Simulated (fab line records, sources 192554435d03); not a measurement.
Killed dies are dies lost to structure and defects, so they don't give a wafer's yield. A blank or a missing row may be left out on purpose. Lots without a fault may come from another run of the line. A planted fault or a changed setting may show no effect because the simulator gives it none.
A struck lot beside a sound one | flow n5_finfet | 16 steps out of a route of 1938
Sound: wafers L333.1, L333.3, L333.5. Struck: wafer L321.5. (L321.3, L321.4 of the same lot were not struck and are left out.) The cause comes at the end.
At each step with rows: each side's tool, then ch and its chambers, then its first start. Under that, the readings that differ: sound wafers | struck wafers | difference of the means | sigmas: that difference in standard deviations of wafers without a fault.
alike: readings whose means differ by less than 2 such deviations, and words and numbers that are the same on both sides. not compared: withheld readings, readings that some wafer has no value for, bounds like >300 that may hide the same value, and numbers for which the record gives no deviation and whose values overlap.
The two part at a step that has a row with sigmas, a row that says differs or no value, or rows on one side only. Numbers that don't overlap but have no deviation are shown without sigmas and don't part them. A reading that every wafer of one side lacks parts them only if that side has two wafers or more.

first, 7 steps without rows for these wafers: N5_BEOL_M2_COAT_76 (time 60 s, resist thk 5 nm); N5_BEOL_M2_COAT_22 (resist thk 30 nm); N5_BEOL_M2_EBR_24; N5_BEOL_M2_SOFTBAKE_23 (time 60 s); N5_BEOL_M2_EXPOSE_25 (exposes mask V1, defocus 5 nm); N5_BEOL_M2_PEB_26 (peb time 60 s); N5_BEOL_M2_DEVELOP_27 (develop time 30 s).
N5_BEOL_M2_CD_MEAS_28: target cd 26.2 nm, target cd y 24.1 nm.
  sound on cd_sem-01 ch 0, day 12 04:39; struck on cd_sem-03 ch 0, day 9 12:41
  alike: cd_nm
N5_BEOL_M2_OVL_MEAS_29:
  sound on overlay-02 ch 0, day 12 04:41; struck on overlay-02 ch 0, day 9 12:43
  alike: V1_OVL
N5_BEOL_M2_INSPECT_30: inspects for defects (brightfield).
  sound on defect_inspect-01, day 12 04:44; struck on defect_inspect-01, day 9 12:46
  alike: raw_defect_count
N5_BEOL_M2_DESCUM_33: chemistry O2, time 7 s.
  sound on rie_diel-03 ch 0,2, day 12 04:46; struck on rie_diel-01 ch 3, day 9 12:48
  reading                         | sound          | struck | difference | sigmas
  showerhead_plenum_p_Torr (Torr) | 2.23 2.13 2.23 | 2.02   | -0.18      | -2
  alike: drypump_motor_current_A, oes_product_au, rf_vpp_V, throttle_valve_pct
  not compared: rf_hours_counter_h
N5_BEOL_M2_ETCH_77: etches underlayer in N2/H2, target depth 6.5 nm, time 5.2 s.
  sound on rie_diel-03 ch 0,2, day 12 04:49; struck on rie_diel-01 ch 3, day 9 12:50
  reading                         | sound          | struck | difference | sigmas
  showerhead_plenum_p_Torr (Torr) | 2.70 2.59 2.70 | 2.47   | -0.19      | -2
  alike: drypump_motor_current_A, etch_rf_on_time_s, oes_product_au, rf_vpp_V, throttle_valve_pct
  not compared: rf_hours_counter_h
N5_BEOL_M2_ETCH_69: etches SiARC in CF4, target depth 15.6 nm, time 26 s.
  sound on rie_diel-03 ch 0,2, day 12 04:49; struck on rie_diel-01 ch 3, day 9 12:51
  reading                         | sound          | struck | difference | sigmas
  etch_rf_on_time_s (s)           | 24.7 26.1 24.6 | 30.0   | +4.9       | +6
  showerhead_plenum_p_Torr (Torr) | 2.27 2.17 2.27 | 2.08   | -0.16      | -2
  alike: drypump_motor_current_A, mfc_ar_sccm, oes_product_au, rf_vpp_V, throttle_valve_pct
  not compared: rf_hours_counter_h
N5_BEOL_M2_ALD_98: deposits SiO2, target thk 2.5 nm, pulse time 1 s, co reactant pulse time 1 s.
  sound on ald_sin-02 ch 1,2, day 12 05:02; struck on ald_sin-03 ch 3, day 9 13:13
  alike: chamber_pressure_Torr, heater_power_w, precursor_pulse_height_rel
N5_BEOL_M4_RC_MEAS_101:
  sound on prober-01 ch 0, day 14 20:55; struck on prober-01 ch 0, day 11 05:59
  alike: DIBL_N, DIBL_P, IOFF_N, IOFF_P, ION_N, ION_P, SS_N, SS_P, VT_N, VT_P
-- the record jumps here: 4 days lie between the struck wafers' starts before and after (it left off in module BEOL_M4 and takes up again in module PASSIVATION, whose first step shown is number 1936 of the route) --
N5_PASSIVATION_PROBE_49:
  sound on prober-01, day 19 17:56; struck on prober-02, day 15 10:52
  reading         | sound | struck | difference | sigmas
  killed_at_other | 7 5 8 | 0      | -7         | -3
  alike: defect_limited_yield, killed_at_M0_to_M3, killed_at_M4_up, killed_at_contacts, killed_at_front_end, killed_dies, killed_open, killed_short, sort_bin_5_function, sort_bin_6_memory, sort_bin_8_speed, sort_n_pass, sort_yield_pct

WHERE THEY PART
First at N5_BEOL_M2_DESCUM_33; last, within this record, at N5_PASSIVATION_PROBE_49.

WHY: what the simulator had put in
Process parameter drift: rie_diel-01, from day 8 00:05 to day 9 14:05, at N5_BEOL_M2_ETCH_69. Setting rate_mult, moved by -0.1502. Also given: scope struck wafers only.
